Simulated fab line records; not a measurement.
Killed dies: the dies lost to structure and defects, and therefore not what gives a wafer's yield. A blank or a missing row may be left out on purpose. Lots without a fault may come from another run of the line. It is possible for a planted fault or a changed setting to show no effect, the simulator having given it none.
Matching of chambers -- flow n5_finfet -- N5_BEOL_M14_DEP_53 on pecvd-03: 3 sister chambers
The step deposits SiCN from 3MS/NH3, target thk 50 nm, time 17.8 s. 6 wafers are shown with their chamber, then 12 later ones without.

== WAFERS, EACH WITH ITS CHAMBER ==
wafer,chamber,throttle_valve_pct (%),showerhead_plenum_p_Torr (Torr)
L085.1,0,17.6,4.183
L085.2,2,15.7,4.167
L085.6,1,18.0,4.179
L088.1,1,18.0,4.183
L088.2,0,17.7,4.193
L088.3,2,15.8,4.177

== WAFERS WITH NO CHAMBER GIVEN ==
wafer,throttle_valve_pct (%),showerhead_plenum_p_Torr (Torr)
L088.4,17.6,4.187
L088.5,18.0,4.174
L088.6,15.5,4.179
L089.3,18.0,4.166
L089.4,18.2,4.180
L089.6,16.1,4.179
L097.1,16.0,4.174
L097.2,17.5,4.181
L097.5,15.6,4.169
L096.4,17.3,4.180
L096.5,16.0,4.156
L096.6,16.4,4.185

== WHICH CHAMBER EACH WENT THROUGH ==
wafer,from the rows above,in truth
L088.4,0,0
L088.5,1,1
L088.6,2,2
L089.3,1,1
L089.4,1,1
L089.6,2,2
L097.1,2,2
L097.2,0,0
L097.5,2,2
L096.4,0,0
L096.5,2,2
L096.6,2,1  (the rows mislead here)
Correct placement for 11 of the 12. Left unplaced by these rows: 0. Placed wrongly: 1.
How it was worked out, from the rows above alone: a wafer's distance from a chamber is the root of the sum, over the readings, of the square of ((its reading less the chamber's mean) divided by the reading's scatter). The wafer belongs to the nearest chamber; if the next one is less than 2 further off, it can't be placed. Each chamber's mean is taken over the wafers shown for it. The scatter is the square root of a quotient: the sum, over the shown wafers, of each reading's squared deviation from its chamber's mean, divided by wafers minus chambers.
